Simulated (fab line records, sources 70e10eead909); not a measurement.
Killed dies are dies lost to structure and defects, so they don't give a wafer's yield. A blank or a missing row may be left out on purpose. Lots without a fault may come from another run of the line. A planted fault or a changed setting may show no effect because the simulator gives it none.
Chamber matching | flow nand_harc | NHARC_A_CHANNEL_FILL_D1_ALD_02 on ald_hk-04: 4 sister chambers
The step deposits SiO2, target thk 6 nm, pulse time 10 s, ald cycles 60. 4 wafers are shown with their chamber, then 11 later ones without.

WAFERS WITH THEIR CHAMBER
wafer  | chamber | heater_power_w (W)
L083.2 | 0       | 418
L083.4 | 1       | 389
L083.5 | 2       | 476
L085.2 | 3       | 546

WAFERS WITHOUT THEIR CHAMBER
wafer  | heater_power_w (W)
L085.3 | 393
L085.4 | 428
L091.2 | 474
L091.5 | 535
L091.6 | 433
L094.1 | 468
L094.2 | 422
L094.3 | 397
L095.2 | 541
L095.4 | 433
L095.5 | 475

WHICH CHAMBER EACH WENT THROUGH
wafer  | from the rows above     | in truth
L085.3 | 1                       | 1
L085.4 | 0                       | 0
L091.2 | 2                       | 2
L091.5 | 3                       | 3
L091.6 | 0                       | 0
L094.1 | 2                       | 2
L094.2 | 0                       | 0
L094.3 | can't be placed: 1 or 0 | 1
L095.2 | 3                       | 3
L095.4 | 0                       | 0
L095.5 | 2                       | 2
Placed correctly: 10 of 11. Can't be placed from these rows: 1 (the true chamber is among the candidates in 1). Placed wrongly: 0.
How it was worked out, from the rows above alone: a wafer's distance from a chamber is the root of the sum, over the readings, of the square of ((its reading less the chamber's mean) divided by the reading's scatter). The wafer belongs to the nearest chamber; if the next one is less than 2 further off, it can't be placed. A chamber's mean is the mean of its shown wafers. The scatter: with one shown wafer a chamber, the root of the mean of the squares of how far each hidden wafer lies from its nearest shown one.
